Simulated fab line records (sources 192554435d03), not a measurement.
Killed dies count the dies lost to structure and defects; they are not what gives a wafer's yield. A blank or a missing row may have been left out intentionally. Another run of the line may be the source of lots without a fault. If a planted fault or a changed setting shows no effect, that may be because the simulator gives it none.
Which of the tools did it? || flow n5 finfet || 72 wafers from 24 lots sampled at 3 of the route's 1938 steps

## WHAT THE GAUGES READ, wafer by wafer
N5_BEOL_M8_OCD_MEAS_38.
{"lot": "L074", "measured": "day 10 13:57", "on": "ocd-02", "trench depth nm (nm)": "93.0 96.1 95.2"}
{"lot": "L076", "measured": "day 11 04:31", "on": "ocd-01", "trench depth nm (nm)": "94.5 91.9 93.1"}
{"lot": "L075", "measured": "day 11 04:26", "on": "ocd-02", "trench depth nm (nm)": "94.4 93.2 93.8"}
{"lot": "L078", "measured": "day 12 01:23", "on": "ocd-01", "trench depth nm (nm)": "92.7 94.7 95.5"}
{"lot": "L077", "measured": "day 12 02:28", "on": "ocd-02", "trench depth nm (nm)": "95.6 95.4 94.9"}
{"lot": "L079", "measured": "day 12 02:09", "on": "ocd-01", "trench depth nm (nm)": "96.8 92.4 92.8"}
{"lot": "L081", "measured": "day 12 01:47", "on": "ocd-02", "trench depth nm (nm)": "95.5 93.1 92.0"}
{"lot": "L080", "measured": "day 12 03:58", "on": "ocd-01", "trench depth nm (nm)": "94.2 93.8 93.5"}
{"lot": "L083", "measured": "day 13 04:14", "on": "ocd-02", "trench depth nm (nm)": "95.0 94.8 94.7"}
{"lot": "L082", "measured": "day 13 10:59", "on": "ocd-02", "trench depth nm (nm)": "94.9 94.2 94.2"}
{"lot": "L084", "measured": "day 13 13:37", "on": "ocd-02", "trench depth nm (nm)": "96.8 94.7 96.6"}
{"lot": "L086", "measured": "day 13 20:14", "on": "ocd-02", "trench depth nm (nm)": "94.7 94.4 93.8"}
{"lot": "L085", "measured": "day 13 20:34", "on": "ocd-01", "trench depth nm (nm)": "96.8 94.0 94.0"}
{"lot": "L089", "measured": "day 14 02:37", "on": "ocd-02", "trench depth nm (nm)": "93.4 92.3 92.8"}
{"lot": "L087", "measured": "day 14 04:35", "on": "ocd-01", "trench depth nm (nm)": "95.7 93.2 93.4"}
{"lot": "L088", "measured": "day 14 19:29", "on": "ocd-01", "trench depth nm (nm)": "93.6 93.3 93.2"}
{"lot": "L091", "measured": "day 14 21:57", "on": "ocd-01", "trench depth nm (nm)": "94.0 93.5 95.9"}
{"lot": "L090", "measured": "day 14 22:56", "on": "ocd-02", "trench depth nm (nm)": "96.3 93.9 93.7"}
{"lot": "L092", "measured": "day 15 04:26", "on": "ocd-01", "trench depth nm (nm)": "93.2 95.7 94.6"}
{"lot": "L093", "measured": "day 15 04:28", "on": "ocd-02", "trench depth nm (nm)": "94.7 92.2 93.5"}
{"lot": "L094", "measured": "day 15 19:41", "on": "ocd-01", "trench depth nm (nm)": "93.6 94.2 93.9"}
{"lot": "L095", "measured": "day 16 14:23", "on": "ocd-01", "trench depth nm (nm)": "94.0 94.6 94.2"}
{"lot": "L096", "measured": "day 16 16:20", "on": "ocd-01", "trench depth nm (nm)": "94.7 92.9 93.5"}
{"lot": "L097", "measured": "day 17 06:53", "on": "ocd-01", "trench depth nm (nm)": "91.7 91.6 91.6"}

## TOOL THAT RAN EACH LOT (tool first, then ch and the chambers of the sampled wafers, then the start)
{"lot": "L074", "N5_BEOL_M8_STRIP_19": "rie diel-04 ch 0,1, day 10 10:48", "N5_BEOL_M8_TRENCH_ETCH_37": "rie diel-03 ch 1,2, day 10 13:57 or earlier"}
{"lot": "L076", "N5_BEOL_M8_STRIP_19": "rie diel-01 ch 2,3, day 11 01:41", "N5_BEOL_M8_TRENCH_ETCH_37": "rie diel-03 ch 0,2, day 11 04:31 or earlier"}
{"lot": "L075", "N5_BEOL_M8_STRIP_19": "rie diel-01 ch 0,1, day 11 02:20", "N5_BEOL_M8_TRENCH_ETCH_37": "rie diel-04 ch 0,1,2, day 11 04:26 or earlier"}
{"lot": "L078", "N5_BEOL_M8_STRIP_19": "rie diel-01 ch 0,1,3, day 11 20:44", "N5_BEOL_M8_TRENCH_ETCH_37": "rie diel-03 ch 1,2, day 12 01:23 or earlier"}
{"lot": "L077", "N5_BEOL_M8_STRIP_19": "rie diel-01 ch 1,2,3, day 11 21:02", "N5_BEOL_M8_TRENCH_ETCH_37": "rie diel-01 ch 1,3, day 12 02:28 or earlier"}
{"lot": "L079", "N5_BEOL_M8_STRIP_19": "rie diel-03 ch 1,2, day 11 21:09", "N5_BEOL_M8_TRENCH_ETCH_37": "rie diel-04 ch 0,1,3, day 12 02:09 or earlier"}
{"lot": "L081", "N5_BEOL_M8_STRIP_19": "rie diel-04 ch 1,3, day 11 21:10", "N5_BEOL_M8_TRENCH_ETCH_37": "rie diel-03 ch 0,3, day 12 01:47 or earlier"}
{"lot": "L080", "N5_BEOL_M8_STRIP_19": "rie diel-03 ch 0,1, day 12 02:13", "N5_BEOL_M8_TRENCH_ETCH_37": "rie diel-01 ch 2,3, day 12 03:58 or earlier"}
{"lot": "L083", "N5_BEOL_M8_STRIP_19": "rie diel-04 ch 0,1, day 13 03:02", "N5_BEOL_M8_TRENCH_ETCH_37": "rie diel-01 ch 1,2,3, day 13 04:14 or earlier"}
{"lot": "L082", "N5_BEOL_M8_STRIP_19": "rie diel-01 ch 1,2, day 13 07:41", "N5_BEOL_M8_TRENCH_ETCH_37": "rie diel-01 ch 2,3, day 13 10:59 or earlier"}
{"lot": "L084", "N5_BEOL_M8_STRIP_19": "rie diel-04 ch 0,2, day 13 12:34", "N5_BEOL_M8_TRENCH_ETCH_37": "rie diel-04 ch 0,3, day 13 13:37 or earlier"}
{"lot": "L086", "N5_BEOL_M8_STRIP_19": "rie diel-04 ch 0,2,3, day 13 19:08", "N5_BEOL_M8_TRENCH_ETCH_37": "rie diel-01 ch 0,1,3, day 13 20:14 or earlier"}
{"lot": "L085", "N5_BEOL_M8_STRIP_19": "rie diel-04 ch 0,2,3, day 13 19:19", "N5_BEOL_M8_TRENCH_ETCH_37": "rie diel-04 ch 0,2,3, day 13 20:34 or earlier"}
{"lot": "L089", "N5_BEOL_M8_STRIP_19": "rie diel-04 ch 2,3, day 14 00:44", "N5_BEOL_M8_TRENCH_ETCH_37": "rie diel-04 ch 0,2, day 14 02:37 or earlier"}
{"lot": "L087", "N5_BEOL_M8_STRIP_19": "rie diel-01 ch 0,1,3, day 14 03:16", "N5_BEOL_M8_TRENCH_ETCH_37": "rie diel-04 ch 0,2,3, day 14 04:35 or earlier"}
{"lot": "L088", "N5_BEOL_M8_STRIP_19": "rie diel-03 ch 1,3, day 14 18:19", "N5_BEOL_M8_TRENCH_ETCH_37": "rie diel-03 ch 0,1, day 14 19:29 or earlier"}
{"lot": "L091", "N5_BEOL_M8_STRIP_19": "rie diel-04 ch 1,2,3, day 14 20:43", "N5_BEOL_M8_TRENCH_ETCH_37": "rie diel-04 ch 1,2,3, day 14 21:57 or earlier"}
{"lot": "L090", "N5_BEOL_M8_STRIP_19": "rie diel-04 ch 0,1, day 14 21:08", "N5_BEOL_M8_TRENCH_ETCH_37": "rie diel-03 ch 0,1,2, day 14 22:56 or earlier"}
{"lot": "L092", "N5_BEOL_M8_STRIP_19": "rie diel-01 ch 0,1,2, day 15 02:17", "N5_BEOL_M8_TRENCH_ETCH_37": "rie diel-03 ch 0,1,2, day 15 04:26 or earlier"}
{"lot": "L093", "N5_BEOL_M8_STRIP_19": "rie diel-03 ch 1,2, day 15 02:19", "N5_BEOL_M8_TRENCH_ETCH_37": "rie diel-04 ch 0,1,2, day 15 04:28 or earlier"}
{"lot": "L094", "N5_BEOL_M8_STRIP_19": "rie diel-01 ch 1,3, day 15 16:34", "N5_BEOL_M8_TRENCH_ETCH_37": "rie diel-01 ch 1,2, day 15 19:41 or earlier"}
{"lot": "L095", "N5_BEOL_M8_STRIP_19": "rie diel-01 ch 1,2, day 16 12:00", "N5_BEOL_M8_TRENCH_ETCH_37": "rie diel-01 ch 0,2,3, day 16 14:23 or earlier"}
{"lot": "L096", "N5_BEOL_M8_STRIP_19": "rie diel-01 ch 1,3, day 16 14:31", "N5_BEOL_M8_TRENCH_ETCH_37": "rie diel-04 ch 0,3, day 16 16:20 or earlier"}
{"lot": "L097", "N5_BEOL_M8_STRIP_19": "rie diel-01 ch 0,2, day 17 05:55", "N5_BEOL_M8_TRENCH_ETCH_37": "rie diel-04 ch 0,1,2, day 17 06:53 or earlier"}
- N5_BEOL_M8_STRIP_19: strips in O2.
- N5_BEOL_M8_TRENCH_ETCH_37: etches SiCOH lowk in C4F6/O2, target depth 93.478 nm, time 31.2 s.

## AS READ BY THE TOOLS THEMSELVES (means over the sampled wafers that have a number; for cases with no such wafer, the mark the record gives instead)
N5_BEOL_M8_STRIP_19.
{"lot": "L074", "tool": "rie diel-04", "drypump motor current A (A)": 5.2, "oes product au (a.u.)": 0.87, "rf vpp V (V)": 4.5, "showerhead plenum p Torr (Torr)": 2.10, "throttle valve pct (%)": 16.46}
{"lot": "L076", "tool": "rie diel-01", "drypump motor current A (A)": 6.0, "oes product au (a.u.)": 0.87, "rf vpp V (V)": 4.1, "showerhead plenum p Torr (Torr)": 2.11, "throttle valve pct (%)": 16.64}
{"lot": "L075", "tool": "rie diel-01", "drypump motor current A (A)": 5.3, "oes product au (a.u.)": 0.82, "rf vpp V (V)": 3.4, "showerhead plenum p Torr (Torr)": 2.18, "throttle valve pct (%)": 16.58}
{"lot": "L078", "tool": "rie diel-01", "drypump motor current A (A)": 5.7, "oes product au (a.u.)": 0.83, "rf vpp V (V)": 3.8, "showerhead plenum p Torr (Torr)": 2.13, "throttle valve pct (%)": 16.63}
{"lot": "L077", "tool": "rie diel-01", "drypump motor current A (A)": 5.6, "oes product au (a.u.)": 0.86, "rf vpp V (V)": 4.1, "showerhead plenum p Torr (Torr)": 2.16, "throttle valve pct (%)": 16.61}
{"lot": "L079", "tool": "rie diel-03", "drypump motor current A (A)": 6.1, "oes product au (a.u.)": 0.79, "rf vpp V (V)": 3.3, "showerhead plenum p Torr (Torr)": 2.13, "throttle valve pct (%)": 16.72}
{"lot": "L081", "tool": "rie diel-04", "drypump motor current A (A)": 5.7, "oes product au (a.u.)": 0.90, "rf vpp V (V)": 3.2, "showerhead plenum p Torr (Torr)": 2.22, "throttle valve pct (%)": 16.50}
{"lot": "L080", "tool": "rie diel-03", "drypump motor current A (A)": 5.8, "oes product au (a.u.)": 0.88, "rf vpp V (V)": 3.5, "showerhead plenum p Torr (Torr)": 2.09, "throttle valve pct (%)": 16.43}
{"lot": "L083", "tool": "rie diel-04", "drypump motor current A (A)": 5.2, "oes product au (a.u.)": 0.84, "rf vpp V (V)": 3.6, "showerhead plenum p Torr (Torr)": 2.09, "throttle valve pct (%)": 16.52}
{"lot": "L082", "tool": "rie diel-01", "drypump motor current A (A)": 5.3, "oes product au (a.u.)": 0.85, "rf vpp V (V)": 3.7, "showerhead plenum p Torr (Torr)": 2.22, "throttle valve pct (%)": 16.59}
{"lot": "L084", "tool": "rie diel-04", "drypump motor current A (A)": 5.9, "oes product au (a.u.)": 0.78, "rf vpp V (V)": 4.1, "showerhead plenum p Torr (Torr)": 2.08, "throttle valve pct (%)": 16.59}
{"lot": "L086", "tool": "rie diel-04", "drypump motor current A (A)": 5.8, "oes product au (a.u.)": 0.83, "rf vpp V (V)": 3.6, "showerhead plenum p Torr (Torr)": 2.12, "throttle valve pct (%)": 16.59}
{"lot": "L085", "tool": "rie diel-04", "drypump motor current A (A)": 5.8, "oes product au (a.u.)": 0.82, "rf vpp V (V)": 4.5, "showerhead plenum p Torr (Torr)": 2.12, "throttle valve pct (%)": 16.59}
{"lot": "L089", "tool": "rie diel-04", "drypump motor current A (A)": 6.0, "oes product au (a.u.)": 0.85, "rf vpp V (V)": 3.0, "showerhead plenum p Torr (Torr)": 2.18, "throttle valve pct (%)": 16.61}
{"lot": "L087", "tool": "rie diel-01", "drypump motor current A (A)": 5.7, "oes product au (a.u.)": 0.81, "rf vpp V (V)": 3.8, "showerhead plenum p Torr (Torr)": 2.12, "throttle valve pct (%)": 16.67}
{"lot": "L088", "tool": "rie diel-03", "drypump motor current A (A)": 5.4, "oes product au (a.u.)": 0.72, "rf vpp V (V)": 3.2, "showerhead plenum p Torr (Torr)": 2.16, "throttle valve pct (%)": 16.93}
{"lot": "L091", "tool": "rie diel-04", "drypump motor current A (A)": 5.7, "oes product au (a.u.)": 0.83, "rf vpp V (V)": 3.9, "showerhead plenum p Torr (Torr)": 2.18, "throttle valve pct (%)": 16.54}
{"lot": "L090", "tool": "rie diel-04", "drypump motor current A (A)": 5.2, "oes product au (a.u.)": 0.81, "rf vpp V (V)": 4.2, "showerhead plenum p Torr (Torr)": 2.09, "throttle valve pct (%)": 16.54}
{"lot": "L092", "tool": "rie diel-01", "drypump motor current A (A)": 5.4, "oes product au (a.u.)": 0.80, "rf vpp V (V)": 4.3, "showerhead plenum p Torr (Torr)": 2.17, "throttle valve pct (%)": 16.63}
{"lot": "L093", "tool": "rie diel-03", "drypump motor current A (A)": 5.7, "oes product au (a.u.)": 0.93, "rf vpp V (V)": 3.3, "showerhead plenum p Torr (Torr)": 2.22, "throttle valve pct (%)": 16.51}
{"lot": "L094", "tool": "rie diel-01", "drypump motor current A (A)": 5.9, "oes product au (a.u.)": 0.80, "rf vpp V (V)": 4.0, "showerhead plenum p Torr (Torr)": 2.10, "throttle valve pct (%)": 16.73}
{"lot": "L095", "tool": "rie diel-01", "drypump motor current A (A)": 5.2, "oes product au (a.u.)": 0.81, "rf vpp V (V)": 3.3, "showerhead plenum p Torr (Torr)": 2.21, "throttle valve pct (%)": 16.64}
{"lot": "L096", "tool": "rie diel-01", "drypump motor current A (A)": 5.9, "oes product au (a.u.)": 0.79, "rf vpp V (V)": 3.4, "showerhead plenum p Torr (Torr)": 2.09, "throttle valve pct (%)": 16.74}
{"lot": "L097", "tool": "rie diel-01", "drypump motor current A (A)": 5.5, "oes product au (a.u.)": 0.78, "rf vpp V (V)": 4.1, "showerhead plenum p Torr (Torr)": 2.17, "throttle valve pct (%)": 16.65}

N5_BEOL_M8_TRENCH_ETCH_37.
{"lot": "L074", "tool": "rie diel-03", "drypump motor current A (A)": 6.0, "oes_f_703_au (a.u.)": 0.78, "oes product au (a.u.)": 0.79, "rf vpp V (V)": 669, "showerhead plenum p Torr (Torr)": 2.90, "throttle valve pct (%)": 20.98}
{"lot": "L076", "tool": "rie diel-03", "drypump motor current A (A)": 5.4, "oes_f_703_au (a.u.)": 0.78, "oes product au (a.u.)": 0.78, "rf vpp V (V)": 661, "showerhead plenum p Torr (Torr)": 2.73, "throttle valve pct (%)": 20.93}
{"lot": "L075", "tool": "rie diel-04", "drypump motor current A (A)": 5.5, "oes_f_703_au (a.u.)": 0.82, "oes product au (a.u.)": 0.83, "rf vpp V (V)": 669, "showerhead plenum p Torr (Torr)": 2.88, "throttle valve pct (%)": 20.71}
{"lot": "L078", "tool": "rie diel-03", "drypump motor current A (A)": 6.1, "oes_f_703_au (a.u.)": 0.77, "oes product au (a.u.)": 0.78, "rf vpp V (V)": 669, "showerhead plenum p Torr (Torr)": 2.90, "throttle valve pct (%)": 21.00}
{"lot": "L077", "tool": "rie diel-01", "drypump motor current A (A)": 5.9, "oes_f_703_au (a.u.)": 0.84, "oes product au (a.u.)": 0.84, "rf vpp V (V)": 664, "showerhead plenum p Torr (Torr)": 2.86, "throttle valve pct (%)": 20.98}
{"lot": "L079", "tool": "rie diel-04", "drypump motor current A (A)": 5.5, "oes_f_703_au (a.u.)": 0.86, "oes product au (a.u.)": 0.86, "rf vpp V (V)": 673, "showerhead plenum p Torr (Torr)": 2.93, "throttle valve pct (%)": 20.80}
{"lot": "L081", "tool": "rie diel-03", "drypump motor current A (A)": 5.1, "oes_f_703_au (a.u.)": 0.78, "oes product au (a.u.)": 0.77, "rf vpp V (V)": 668, "showerhead plenum p Torr (Torr)": 2.87, "throttle valve pct (%)": 21.03}
{"lot": "L080", "tool": "rie diel-01", "drypump motor current A (A)": 6.0, "oes_f_703_au (a.u.)": 0.84, "oes product au (a.u.)": 0.85, "rf vpp V (V)": 662, "showerhead plenum p Torr (Torr)": 2.86, "throttle valve pct (%)": 20.94}
{"lot": "L083", "tool": "rie diel-01", "drypump motor current A (A)": 5.6, "oes_f_703_au (a.u.)": 0.84, "oes product au (a.u.)": 0.85, "rf vpp V (V)": 668, "showerhead plenum p Torr (Torr)": 2.93, "throttle valve pct (%)": 20.93}
{"lot": "L082", "tool": "rie diel-01", "drypump motor current A (A)": 6.0, "oes_f_703_au (a.u.)": 0.83, "oes product au (a.u.)": 0.83, "rf vpp V (V)": 662, "showerhead plenum p Torr (Torr)": 2.86, "throttle valve pct (%)": 20.95}
{"lot": "L084", "tool": "rie diel-04", "drypump motor current A (A)": 5.8, "oes_f_703_au (a.u.)": 0.86, "oes product au (a.u.)": 0.88, "rf vpp V (V)": 673, "showerhead plenum p Torr (Torr)": 2.94, "throttle valve pct (%)": 20.95}
{"lot": "L086", "tool": "rie diel-01", "drypump motor current A (A)": 5.7, "oes_f_703_au (a.u.)": 0.81, "oes product au (a.u.)": 0.81, "rf vpp V (V)": 667, "showerhead plenum p Torr (Torr)": 2.88, "throttle valve pct (%)": 20.93}
{"lot": "L085", "tool": "rie diel-04", "drypump motor current A (A)": 5.8, "oes_f_703_au (a.u.)": 0.81, "oes product au (a.u.)": 0.83, "rf vpp V (V)": 669, "showerhead plenum p Torr (Torr)": 2.88, "throttle valve pct (%)": 20.88}
{"lot": "L089", "tool": "rie diel-04", "drypump motor current A (A)": 5.8, "oes_f_703_au (a.u.)": 0.77, "oes product au (a.u.)": 0.77, "rf vpp V (V)": 665, "showerhead plenum p Torr (Torr)": 2.82, "throttle valve pct (%)": 20.81}
{"lot": "L087", "tool": "rie diel-04", "drypump motor current A (A)": 5.8, "oes_f_703_au (a.u.)": 0.81, "oes product au (a.u.)": 0.82, "rf vpp V (V)": 669, "showerhead plenum p Torr (Torr)": 2.88, "throttle valve pct (%)": 20.89}
{"lot": "L088", "tool": "rie diel-03", "drypump motor current A (A)": 5.8, "oes_f_703_au (a.u.)": 0.85, "oes product au (a.u.)": 0.84, "rf vpp V (V)": 667, "showerhead plenum p Torr (Torr)": 2.83, "throttle valve pct (%)": 20.71}
{"lot": "L091", "tool": "rie diel-04", "drypump motor current A (A)": 5.7, "oes_f_703_au (a.u.)": 0.81, "oes product au (a.u.)": 0.82, "rf vpp V (V)": 666, "showerhead plenum p Torr (Torr)": 2.94, "throttle valve pct (%)": 20.78}
{"lot": "L090", "tool": "rie diel-03", "drypump motor current A (A)": 5.8, "oes_f_703_au (a.u.)": 0.88, "oes product au (a.u.)": 0.90, "rf vpp V (V)": 669, "showerhead plenum p Torr (Torr)": 2.93, "throttle valve pct (%)": 20.78}
{"lot": "L092", "tool": "rie diel-03", "drypump motor current A (A)": 5.8, "oes_f_703_au (a.u.)": 0.88, "oes product au (a.u.)": 0.88, "rf vpp V (V)": 669, "showerhead plenum p Torr (Torr)": 2.93, "throttle valve pct (%)": 20.79}
{"lot": "L093", "tool": "rie diel-04", "drypump motor current A (A)": 5.5, "oes_f_703_au (a.u.)": 0.79, "oes product au (a.u.)": 0.79, "rf vpp V (V)": 669, "showerhead plenum p Torr (Torr)": 2.86, "throttle valve pct (%)": 20.76}
{"lot": "L094", "tool": "rie diel-01", "drypump motor current A (A)": 5.2, "oes_f_703_au (a.u.)": 0.81, "oes product au (a.u.)": 0.81, "rf vpp V (V)": 675, "showerhead plenum p Torr (Torr)": 2.99, "throttle valve pct (%)": 20.94}
{"lot": "L095", "tool": "rie diel-01", "drypump motor current A (A)": 5.8, "oes_f_703_au (a.u.)": 0.78, "oes product au (a.u.)": 0.79, "rf vpp V (V)": 664, "showerhead plenum p Torr (Torr)": 2.87, "throttle valve pct (%)": 20.95}
{"lot": "L096", "tool": "rie diel-04", "drypump motor current A (A)": 5.6, "oes_f_703_au (a.u.)": 0.81, "oes product au (a.u.)": 0.81, "rf vpp V (V)": 675, "showerhead plenum p Torr (Torr)": 2.84, "throttle valve pct (%)": 20.96}
{"lot": "L097", "tool": "rie diel-04", "drypump motor current A (A)": 5.5, "oes_f_703_au (a.u.)": 0.77, "oes product au (a.u.)": 0.76, "rf vpp V (V)": 668, "showerhead plenum p Torr (Torr)": 2.86, "throttle valve pct (%)": 20.78}

## THE ANSWER, worked out from the rows above alone
Rule: what is usual is taken from the lots themselves. Put in order of their means at a reading, lots are off if they are a third of the lots or fewer, leave a main group of 4 or more, and stand apart from it by a gap of 3 or more times the standard deviation of the main group's means; of several such gaps the widest counts. If all means in a main group match to the digits the tables above print for the reading, that group is not used. A lot without any number at a reading at which 4 lots or more have one is off too. Any other lot the step has rows for is counted as sound. First the gauges in route order, then the tools' own readings, where a lot's mean is used as printed above. The first step at which some lot is off is used, and at that step the reading that is off furthest; a lot without a number counts as furthest.
Across all readings shown, no lot is off: no conclusion can be drawn from this.

## WHAT HAD BEEN PUT IN BY THE SIMULATOR
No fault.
